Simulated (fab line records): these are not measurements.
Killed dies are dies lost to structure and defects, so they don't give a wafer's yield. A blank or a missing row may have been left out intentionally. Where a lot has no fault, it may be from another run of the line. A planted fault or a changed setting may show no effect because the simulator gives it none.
Matching of chambers || flow n5-finfet || N5_STI_FIN_REVEAL_ALD_14 on ald-sin-02: 4 sister chambers
The step deposits Si3N4, target thk 3 nm. 8 wafers are shown with their chamber, then 7 later ones without.

## WAFERS PAIRED WITH THEIR CHAMBERS
{"wafer": "L076.3", "chamber": 1, "heater-power-outer-w (W)": 526, "heater-power-w (W)": 846}
{"wafer": "L077.3", "chamber": 1, "heater-power-outer-w (W)": 520, "heater-power-w (W)": 843}
{"wafer": "L082.5", "chamber": 0, "heater-power-outer-w (W)": 647, "heater-power-w (W)": 1032}
{"wafer": "L085.3", "chamber": 2, "heater-power-outer-w (W)": 540, "heater-power-w (W)": 846}
{"wafer": "L085.4", "chamber": 3, "heater-power-outer-w (W)": 555, "heater-power-w (W)": 822}
{"wafer": "L085.5", "chamber": 0, "heater-power-outer-w (W)": 650, "heater-power-w (W)": 1023}
{"wafer": "L086.1", "chamber": 2, "heater-power-outer-w (W)": 530, "heater-power-w (W)": 891}
{"wafer": "L086.2", "chamber": 3, "heater-power-outer-w (W)": 532, "heater-power-w (W)": 826}

## WAFERS MISSING THEIR CHAMBER
{"wafer": "L086.4", "heater-power-outer-w (W)": 513, "heater-power-w (W)": 891}
{"wafer": "L094.1", "heater-power-outer-w (W)": 516, "heater-power-w (W)": 861}
{"wafer": "L094.4", "heater-power-outer-w (W)": 650, "heater-power-w (W)": 1048}
{"wafer": "L094.5", "heater-power-outer-w (W)": 539, "heater-power-w (W)": 809}
{"wafer": "L096.3", "heater-power-outer-w (W)": 654, "heater-power-w (W)": 1048}
{"wafer": "L096.5", "heater-power-outer-w (W)": 530, "heater-power-w (W)": 826}
{"wafer": "L096.6", "heater-power-outer-w (W)": 527, "heater-power-w (W)": 870}

## WHICH CHAMBER EACH WENT THROUGH
{"wafer": "L086.4", "from the rows above": "can't be placed: 2 or 1", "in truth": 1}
{"wafer": "L094.1", "from the rows above": "can't be placed: 1 or 2", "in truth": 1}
{"wafer": "L094.4", "from the rows above": 0, "in truth": 0}
{"wafer": "L094.5", "from the rows above": "can't be placed: 3 or 1", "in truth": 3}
{"wafer": "L096.3", "from the rows above": 0, "in truth": 0}
{"wafer": "L096.5", "from the rows above": "can't be placed: 1 or 3 or 2", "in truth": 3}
{"wafer": "L096.6", "from the rows above": "can't be placed: 2 or 1", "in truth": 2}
Placed correctly: 2 of 7. Can't be placed from these rows: 5 (the true chamber is among the candidates in 5). Wrongly placed: 0.
How it was worked out, from the rows above alone: a wafer's distance from a chamber is the root of the sum, over the readings, of the square of ((its reading less the chamber's mean) divided by the reading's scatter). If the next closest chamber is less than 2 further off than the closest, the wafer can't be placed; otherwise it belongs to the closest. The mean given for a chamber averages the wafers shown for that chamber. The scatter: take each reading less its chamber's mean, square it, sum over the shown wafers, divide by the number of wafers less the number of chambers, and take the root.
